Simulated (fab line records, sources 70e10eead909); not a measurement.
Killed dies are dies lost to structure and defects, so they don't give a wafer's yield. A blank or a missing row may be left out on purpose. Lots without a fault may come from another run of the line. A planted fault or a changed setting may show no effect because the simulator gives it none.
fab line records | flow nand_harc
record lots=13 wafers=39 last_day=25
route steps=1159 shown A_STAIRCASE@533 END@1159
lots that met no fault: from a run of the same line without faults
start_h: hours from the record's first day to the start of the lot's first wafer shown | wait_h: hours since the lot's step before | " the same as in the row above | L1.1+2: a row that stands for several wafers | - no value, or no start given | * or withheld: withheld | < > ~ a bound
route shown NAME@n: a module of which the file shows steps, and the number in the route of the first | usual: mean/standard deviation of fault-free wafers | same: alike in all rows | chamber/n: place in a boat | sites: the reading at each site | _std_site: their standard deviation | _edge_site: outer sites' mean less inner sites' | radius_mm: how far each site lies from the wafer's centre | mask NAME#n: copy n | behind: the tool/chamber that last shaped the wafer | hold: why the lot was held/for how many hours/how that ended | device: the transistor (n, p or np) that didn't switch | end of line: the same wafers' tests at the end of the route | a step without rows: its recipe alone | killed: dies lost to structure and defects at the first sort, not the wafer's yield | map: a wafer's dies, x killed, . not, _ none there
set.NAME: the setting as run; set.NAME@STEP: as run at that earlier step | model.NAME: the simulator's own value behind a step, which no gauge read
steps of the route over a sample of lots; a table a step, a row a wafer
services: from which hour (start_h, from the record's first day; less than 0 if before it) a tool's chamber was out of use, for how many hours, and why
## steps
# step NHARC_A_STAIRCASE_STRIP_171
# recipe power_w=1500 temp_c=250 chemistry=O2
# usual drypump_motor_current_A=5.6/0.44 heater_power_w=329/22
# columns lot.wafer tool chamber start_h wait_h drypump_motor_current_A heater_power_w rf_hours_counter_h
L321.1 plasma_asher-01 1 242.23 - 5.8 314 47
L321.2 " 0 " " 5.5 356 47
L321.5 " 1 " " 5.8 314 -
L322.1 plasma_asher-02 0 242.44 - 6.1 329 16
L322.4 " 1 " " 4.9 295 -
L322.6 " 0 " " 6.1 330 -
L324.4 plasma_asher-02 0 246.76 - 6.1 333 -
L324.6 " 1 " " 4.9 292 -
L324.5 " 0 " " 6.1 324 -
L328.1 plasma_asher-02 0 270.24 - 6.1 331 25
L328.3 " 1 " " 4.9 298 -
L328.6 " 1 " " 5.0 302 -
L334.1 plasma_asher-01 1 310.60 - 5.8 330 8
L334.5 " 1 " " 5.8 328 -
L334.6 " 0 " " 5.5 352 -
L337.1 plasma_asher-01 1 335.94 - 5.8 334 16
L337.3 " 0 " " 5.5 363 -
L337.6 " 1 " " 5.8 320 -
L338.4 plasma_asher-02 1 336.08 - 4.9 300 -
L338.5 " 1 " " 4.9 294 -
L338.6 " 0 " " 6.1 330 -
L336.2 plasma_asher-02 1 339.28 - 4.9 302 50
L336.1 " 0 " " 6.2 329 50
L336.6 " 0 " " 6.1 333 -
L339.2 plasma_asher-02 0 340.88 - 6.1 328 51
L339.1 " 1 " " 4.9 300 51
L339.3 " 1 " " 4.9 302 -
L340.2 plasma_asher-02 0 343.43 - 6.1 324 52
L340.3 " 0 " " 6.1 326 -
L340.6 " 0 " " 6.1 327 -
L341.2 plasma_asher-01 0 352.20 - 5.5 355 21
L341.4 " 1 " " 5.8 334 -
L341.5 " 0 " " 5.5 358 -
L342.3 plasma_asher-02 1 358.48 - 4.9 300 -
L342.6 " 0 " " 6.1 326 -
L342.5 " 1 " " 4.9 297 -
L344.3 plasma_asher-01 0 358.62 - 5.5 363 -
L344.4 " 1 " " 5.8 335 -
L344.6 " 0 " " 5.5 361 -
# step NHARC_A_STAIRCASE_ETCH_17
# recipe target_depth_a=1000 time_s=40.5 ion_energy_ev=400 c4f8_flow_sccm=20 o2_flow_sccm=10 ar_flow_sccm=withheld rf_w=600 bias_w=1000 chemistry=C4F8/O2
# usual oes_product_au=0.947/0.012 rf_vpp_V=896/4.9
# columns lot.wafer tool chamber start_h wait_h oes_product_au rf_hours_counter_h rf_vpp_V
L321.2 rie_diel-01 1 - - 0.943 30 889
L321.1 " 2 " " 0.962 37 887
L321.5 " 3 " " 0.934 - 890
L322.1 rie_diel-07 3 - - 0.955 2 903
L322.4 " 1 " " 0.972 2 899
L322.6 " 3 " " 0.952 - 903
L324.4 rie_diel-07 2 - - 0.957 3 895
L324.5 " 1 " " 0.963 - 900
L324.6 " 2 " " 0.947 - 896
L328.3 rie_diel-07 0 - - 0.939 14 901
L328.1 " 3 " " 0.951 13 903
L328.6 " 1 " " 0.957 - 899
L334.1 rie_diel-07 0 - - 0.956 29 900
L334.6 " 3 " " 0.957 - 902
L334.5 " 0 " " 0.944 - 899
L338.4 rie_diel-02 1 - - 0.959 0 894
L338.6 " 0 " " 0.932 - 890
L338.5 " 1 " " 0.953 - 894
L337.3 rie_diel-01 3 - - 0.932 5 888
L337.1 " 0 " " 0.945 4 895
L337.6 " 0 " " 0.938 - 897
L336.1 rie_diel-01 3 - - 0.942 5 889
L336.2 " 2 " " 0.970 6 906
L336.6 " 3 " " 0.951 - 888
L339.3 rie_diel-01 1 - - 0.944 7 888
L339.2 " 3 " " 0.955 6 888
L339.1 " 0 " " 0.953 6 896
L340.2 rie_diel-01 1 - - 0.946 8 888
L340.3 " 2 " " 0.982 8 907
L340.6 " 1 " " 0.942 - 888
L341.2 rie_diel-01 0 - - 0.937 11 897
L341.4 " 1 " " 0.951 12 891
L341.5 " 0 " " 0.943 - 896
L344.3 rie_diel-01 1 - - 0.963 14 888
L344.4 " 3 " " 0.955 16 888
L344.6 " 1 " " 0.951 - 890
L342.3 rie_diel-07 3 - - 0.955 47 900
L342.5 " 0 " " 0.940 - 900
L342.6 " 1 " " 0.963 - 898
# step NHARC_A_STAIRCASE_TRIM_18
# recipe time_s=211.2 o2_flow_sccm=500 ar_flow_sccm=0 bias_w=0 chemistry=O2
# usual drypump_motor_current_A=5.78/0.29 oes_product_au=1.005/0.012 rf_vpp_V=57.7/0.99 showerhead_plenum_p_Torr=3.52/0.13 throttle_valve_pct=17.037/0.009
# columns lot.wafer tool chamber start_h wait_h drypump_motor_current_A oes_product_au rf_hours_counter_h rf_vpp_V showerhead_plenum_p_Torr throttle_valve_pct
L322.4 rie_diel-07 3 - - 6.20 1.009 2 58.0 3.71 17.030
L322.1 " 1 " " 5.65 1.035 2 57.4 3.61 17.044
L322.6 " 2 " " 5.94 1.015 - 58.2 3.54 17.038
L321.1 rie_diel-01 1 - - 5.37 1.007 30 57.4 3.34 17.020
L321.2 " 2 " " 5.72 1.008 37 57.6 3.28 17.033
L321.5 " 1 " " 5.38 1.000 - 57.1 3.34 17.045
L324.4 rie_diel-07 2 - - 6.01 1.000 4 57.3 3.54 17.034
L324.6 " 2 " " 5.96 1.005 - 57.5 3.54 17.036
L324.5 " 3 " " 6.20 1.000 - 58.1 3.70 17.037
L328.1 rie_diel-07 3 - - 6.20 1.010 13 59.0 3.70 17.052
L328.3 " 2 " " 5.95 1.018 13 56.4 3.53 17.039
L328.6 " 0 " " 5.55 1.004 - 57.8 3.65 17.043
L334.1 rie_diel-07 2 - - 5.98 1.007 27 58.7 3.52 17.037
L334.5 " 2 " " 5.95 1.000 - 55.8 3.52 17.039
L334.6 " 3 " " 6.19 1.006 - 56.3 3.69 17.040
L338.4 rie_diel-02 0 - - 6.01 0.986 0 57.9 3.38 17.048
L338.6 " 2 " " 5.76 0.967 - 56.4 3.56 17.043
L338.5 " 3 " " 5.30 0.981 - 58.1 3.47 17.045
L337.3 rie_diel-01 1 - - 5.41 1.003 5 58.5 3.32 17.054
L337.1 " 2 " " 5.74 1.018 6 59.0 3.80 17.042
L337.6 " 0 " " 5.68 0.996 - 57.3 3.54 17.049
L336.2 rie_diel-01 3 - - 5.99 0.999 5 58.0 3.34 17.030
L336.1 " 0 " " 5.68 0.991 5 57.6 3.54 17.042
L336.6 " 1 " " 5.36 0.999 - 57.5 3.32 17.035
L339.1 rie_diel-01 0 - - 5.68 0.993 6 57.6 3.54 17.037
L339.3 " 1 " " 5.36 1.000 7 56.5 3.32 17.039
L339.2 " 2 " " 5.76 1.021 7 59.7 3.80 17.015
L340.3 rie_diel-01 3 - - 5.94 1.000 7 57.2 3.33 17.026
L340.2 " 2 " " 5.77 1.028 8 57.9 3.80 17.036
L340.6 " 3 " " 5.96 1.004 - 57.4 3.33 17.035
L341.2 rie_diel-01 3 - - 5.96 1.001 11 55.8 3.33 17.029
L341.4 " 2 " " 5.75 1.014 11 59.7 3.80 17.032
L341.5 " 3 " " 5.95 0.999 - 57.6 3.33 17.024
L344.4 rie_diel-01 0 - - 5.68 0.989 16 58.0 3.53 17.036
L344.3 " 2 " " 5.79 1.013 14 56.5 3.80 17.041
L344.6 " 0 " " 5.66 0.997 - 56.8 3.54 17.037
L342.3 rie_diel-07 0 - - 5.54 1.010 44 58.8 3.63 17.049
L342.6 " 0 " " 5.56 1.020 - 59.2 3.63 17.026
L342.5 " 1 " " 5.67 1.027 - 58.1 3.59 17.039
# step NHARC_A_STAIRCASE_ETCH_25
# recipe target_depth_a=1000 time_s=40.5 ion_energy_ev=400 c4f8_flow_sccm=20 o2_flow_sccm=10 ar_flow_sccm=withheld rf_w=600 bias_w=1000 chemistry=C4F8/O2
# usual oes_product_au=0.948/0.013 rf_vpp_V=894/5.5
# columns lot.wafer tool chamber start_h wait_h oes_product_au rf_hours_counter_h rf_vpp_V
L322.1 rie_diel-01 3 245.74 - 0.933 30 889
L322.4 " 1 " " 0.938 31 888
L322.6 " 3 " " 0.945 - 889
L321.2 rie_diel-02 0 246.26 - 0.958 31 891
L321.1 " 3 " " 0.941 22 893
L321.5 " 0 " " 0.955 - 891
L324.4 rie_diel-01 1 251.55 - 0.951 33 890
L324.6 " 2 " " 0.951 - 886
L324.5 " 3 " " 0.918 - 888
L328.3 rie_diel-01 2 273.47 - 0.945 49 886
L328.1 " 0 " " 0.785 48 897
L328.6 " 3 " " 0.954 - 891
L334.1 rie_diel-07 1 313.89 - 0.950 27 898
L334.6 " 0 " " 0.933 - 900
L334.5 " 1 " " 0.949 - 899
L337.1 rie_diel-01 0 339.59 - 0.932 5 897
L337.3 " 2 " " 0.980 6 908
L337.6 " 0 " " 0.940 - 895
L338.4 rie_diel-02 3 340.96 - 0.946 2 895
L338.6 " 3 " " 0.945 - 893
L338.5 " 0 " " 0.920 - 891
L336.2 rie_diel-07 2 342.63 - 0.946 39 895
L336.1 " 3 " " 0.956 40 902
L336.6 " 0 " " 0.951 - 902
L339.3 rie_diel-01 0 344.12 - 0.957 6 897
L339.2 " 1 " " 0.941 7 890
L339.1 " 2 " " 0.958 7 906
L340.2 rie_diel-01 2 346.74 - 0.937 8 904
L340.3 " 0 " " 0.924 7 896
L340.6 " 2 " " 0.936 - 906
L341.4 rie_diel-01 0 356.03 - 0.950 11 897
L341.2 " 1 " " 0.946 12 887
L341.5 " 0 " " 0.949 - 896
L344.4 rie_diel-01 0 362.18 - 0.942 17 895
L344.3 " 1 " " 0.952 15 889
L344.6 " 0 " " 0.936 - 896
L342.3 rie_diel-01 0 362.38 - 0.937 17 896
L342.6 " 2 " " 0.954 - 905
L342.5 " 3 " " 0.958 - 889
# step NHARC_END_SORT_01
# recipe temp_c=25
# usual killed_at_array=28/11 killed_at_other=0.8/1.1 killed_at_periphery=3.3/2.8 killed_dies=32/11 killed_open=3.3/1.9 killed_short=1.9/1.4
# same gross_dies=677
# columns lot.wafer tool chamber start_h wait_h killed_at_array killed_at_other killed_at_periphery killed_dies killed_open killed_short
L328.1 prober-01 0 476.98 2.5 674 0 3 677 3 2
L328.3 prober-01 0 478.59 3.1 6 1 3 10 4 1
L328.6 prober-01 0 481.01 4.0 12 2 0 14 2 1
# killed by level:class
L328.1 A_STAIRCASE:area_etch=662 A_CHANNEL_HOLE_D1:chamber_film_flake=3 A_STAIRCASE:chamber_film_flake=3 A_CONTACT:chamber_film_flake=2 P_CONTACT:geometric_particle:open=1 A_CHANNEL_FILL_D1:geometric_particle:short=1 A_STAIRCASE:geometric_particle:open=1 A_SGD_CUT:geometric_particle:short=1
L328.3 P_CONTACT:geometric_particle:open=2 A_STAIRCASE:chamber_film_flake=2 A_CHANNEL_FILL_D1:geometric_particle:open=1 A_WL_FILL:geometric_particle:short=1 A_CONTACT:geometric_particle:open=1 P_GATE:chamber_film_flake=1 A_ZERO_WELL:chamber_film_flake=1 THIN_TSV:chamber_film_flake=1
L328.6 A_CONTACT:chamber_film_flake=5 A_WL_FILL:geometric_particle:open=2 A_CHANNEL_HOLE_D1:chamber_film_flake=2 THIN_TSV:chamber_film_flake=2 A_WL_FILL:geometric_particle:short=1 A_STAIRCASE:chamber_film_flake=1 A_SGD_CUT:chamber_film_flake=1
## services
# columns tool chamber start_h hours kind
rie_diel-01 3 219.31 15.7 repair
rie_diel-01 0 220.48 - clean
rie_diel-01 1 220.48 - clean
rie_diel-01 2 220.48 - clean
rie_diel-07 - 228.20 9.0 pm
rie_diel-01 0 244.98 - clean
rie_diel-01 1 244.98 - clean
rie_diel-01 2 244.98 - clean
rie_diel-01 3 244.98 - clean
rie_diel-01 0 269.53 - clean
rie_diel-01 1 269.53 - clean
rie_diel-01 2 269.53 - clean
rie_diel-01 3 269.53 - clean
plasma_asher-01 - 276.24 9.0 pm
rie_diel-01 3 288.44 4.6 repair
rie_diel-01 0 294.03 - clean
rie_diel-01 1 294.03 - clean
rie_diel-01 2 294.03 - clean
rie_diel-02 - 297.41 0.8 repair
plasma_asher-02 - 300.30 0.7 repair
rie_diel-01 - 314.86 9.0 pm
rie_diel-02 - 327.99 9.0 pm
rie_diel-07 0 347.99 10.7 repair
plasma_asher-02 - 360.25 9.0 pm
## key
first_sign step=NHARC_A_STAIRCASE_ETCH_25 reading=oes_product_au direction=down sigmas=13 usual=0.948 struck=0.785
effect step=NHARC_END_SORT_01 reading=killed_at_array direction=up sigmas=59 usual=28 struck=674
more_kills_born_at NHARC_A_STAIRCASE_ETCH_25@rie_diel-01=662
met_at NHARC_A_STAIRCASE_ETCH_25
struck_lots L328
struck_wafers L328.1
later_rows_left_out L328.1
tester_left_out L328
not_acting_at NHARC_A_STAIRCASE_STRIP_171,NHARC_A_STAIRCASE_ETCH_17,NHARC_A_STAIRCASE_TRIM_18
fault kind=process_parameter_drift tool=rie_diel-01 chamber=0 onset_h=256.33 steps=NHARC_A_STAIRCASE_ETCH_25 channel=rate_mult offset=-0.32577 shape=step end_h=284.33
# tester_left_out: of these lots the tester's yield and bins aren't shown, on N5 and GAA mostly nor the transistor test; their killed dies are dies lost to structure and defects alone, not to doping, threshold or leakage, so they don't give the yield
# later_rows_left_out: the simulator's readings of these wafers behind a module that went badly wrong aren't trusted and aren't shown, but for the sort
